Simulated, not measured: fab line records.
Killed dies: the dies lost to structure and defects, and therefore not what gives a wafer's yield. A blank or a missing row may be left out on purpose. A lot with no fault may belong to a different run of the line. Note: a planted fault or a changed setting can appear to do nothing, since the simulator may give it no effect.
Matching of chambers | flow n5 finfet | N5_GATE_CUT_ETCH_37 on rie diel-02: 4 sister chambers
The step etches SOC in N2/H2, target depth 60 nm, overetch 12 nm, time 90 s. 4 wafers are shown with their chamber, then 10 later ones without.

## WAFERS WITH THEIR CHAMBER
wafer  | chamber | drypump motor current A (A)
L078.4 | 3       | 4.7
L081.4 | 0       | 5.8
L086.1 | 1       | 6.4
L086.4 | 2       | 6.1

## WAFERS WITH NO CHAMBER GIVEN
wafer  | drypump motor current A (A)
L086.5 | 4.7
L085.3 | 5.8
L085.4 | 6.1
L085.5 | 5.8
L094.2 | 6.1
L094.4 | 6.1
L094.5 | 6.4
L097.1 | 5.7
L097.2 | 4.7
L097.5 | 6.1

## THE CHAMBER EACH PASSED THROUGH
wafer  | from the rows above | in truth
L086.5 | 3                   | 3
L085.3 | 0                   | 0
L085.4 | 2                   | 2
L085.5 | 0                   | 0
L094.2 | 2                   | 2
L094.4 | 2                   | 2
L094.5 | 1                   | 1
L097.1 | 0                   | 0
L097.2 | 3                   | 3
L097.5 | 2                   | 2
Placed correctly: 10 of 10. Not placeable from these rows: 0. Placed wrongly: 0.
How it was worked out, from the rows above alone: a wafer's distance from a chamber is the root of the sum, over the readings, of the square of ((its reading less the chamber's mean) divided by the reading's scatter). The wafer belongs to the nearest chamber; if the next one is less than 2 further off, it can't be placed. For every chamber, the mean is computed from those of its wafers that are shown. The scatter: with one shown wafer a chamber, the root of the mean of the squares of how far each hidden wafer lies from its nearest shown one.
